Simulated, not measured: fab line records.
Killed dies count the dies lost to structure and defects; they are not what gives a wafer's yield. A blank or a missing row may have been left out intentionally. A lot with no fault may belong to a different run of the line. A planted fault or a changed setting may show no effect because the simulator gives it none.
A struck lot beside a sound one | flow nand-harc | 14 steps out of a route of 1302
Sound: wafers L440.2, L440.3, L440.6. Wafers struck: L450.2, L450.3, L450.4. At the end, the cause is stated.
For every step that has rows: the tool of each side, followed by ch and its chambers, followed by its first start. Under that, the readings that differ: sound wafers | struck wafers | difference of the means | sigmas: that difference in standard deviations of wafers without a fault.
alike: a reading whose means differ by less than 2 such deviations, as well as words and numbers matching on both sides. not compared: withheld readings; readings where some wafer has no value; bounds like >300 that might hide an equal value; numbers whose values overlap and for which the record gives no deviation.
The two part at a step that has a row with sigmas, a row that says differs or no value, or rows on one side only. Numbers that don't overlap but have no deviation are shown without sigmas and don't part them. Lack of a reading on every wafer of one side parts them only where that side has two or more wafers.

first, 8 steps without rows for these wafers: NHARC_A_M1_HMDS_02 (time 30 s); NHARC_A_M1_COAT_34 (time 65 s); NHARC_A_M1_COAT_03 (resist thk 90 nm); NHARC_A_M1_SOFTBAKE_04 (time 55 s); NHARC_A_M1_EBR_05; NHARC_A_M1_EXPOSE_06 (exposes mask A M1, target cd 120 nm); NHARC_A_M1_PEB_07 (peb time 65 s); NHARC_A_M1_DEVELOP_08 (develop time 35 s).
NHARC_A_M1_CD_MEAS_09 targets a cd of 120 nm.
  sound on cd-sem-03 ch 0, day 23 20:30; struck on cd-sem-02 ch 0, day 27 22:17
  alike: cd-nm
NHARC_A_M1_OVL_MEAS_10: pitch 240 nm.
  sound on overlay-02 at day 23 20:36; struck on overlay-02 at day 27 22:22
  reading           | sound          | struck      | difference | sigmas
  overlay-y-nm (nm) | -0.7 -0.6 -0.5 | 1.4 1.0 1.0 | +1.7       | +2
  alike: overlay-x-nm
NHARC_A_M1_INSPECT_11:
  sound on defect-inspect-01 at day 23 20:38; struck on defect-inspect-01 at day 27 22:25
  alike: raw-defect-count
NHARC_A_M1_DESCUM_14: chemistry O2, time 3 s.
  sound on rie-diel-05 ch 0,1, day 23 20:42; struck on rie-diel-10 ch 0,1,2, day 27 22:29
  reading                         | sound          | struck         | difference | sigmas
  showerhead-plenum-p-Torr (Torr) | 1.96 2.00 2.00 | 1.77 1.87 1.78 | -0.18      | -2
  alike: drypump-motor-current-A, oes-product-au, rf-vpp-V, throttle-valve-pct
  not compared: rf-hours-counter-h
NHARC_A_M1_ETCH_35: etches the open film in N2/H2, target depth 40 nm, overetch 12 nm, time 43.94 s.
  sound on rie-diel-05 ch 0,1,3, day 23 20:47; struck on rie-diel-10 ch 0,2,3, day 27 22:34
  reading          | sound          | struck         | difference | sigmas
  run-length-s (s) | 66.3 65.2 64.9 | 52.4 54.1 53.3 | -12.2      | -30
  alike: drypump-motor-current-A, oes-product-au, rf-vpp-V, showerhead-plenum-p-Torr, throttle-valve-pct
  not compared: rf-hours-counter-h
NHARC_A_M1_ETCH_15: etches the open film in C4F8/Ar, target depth 182.5 nm, time 91.2 s.
  sound on rie-diel-05 ch 1,2,3; struck on rie-diel-10 ch 1,2,3
  alike: oes-product-au, rf-vpp-V, run-length-s
  not compared: rf-hours-counter-h

== WHERE THEY PART ==
First at NHARC_A_M1_OVL_MEAS_10; last, within this record, at NHARC_A_M1_ETCH_35. Later steps at which nothing parts them and some readings are alike: NHARC_A_M1_ETCH_15.

WHY: what the simulator had put in
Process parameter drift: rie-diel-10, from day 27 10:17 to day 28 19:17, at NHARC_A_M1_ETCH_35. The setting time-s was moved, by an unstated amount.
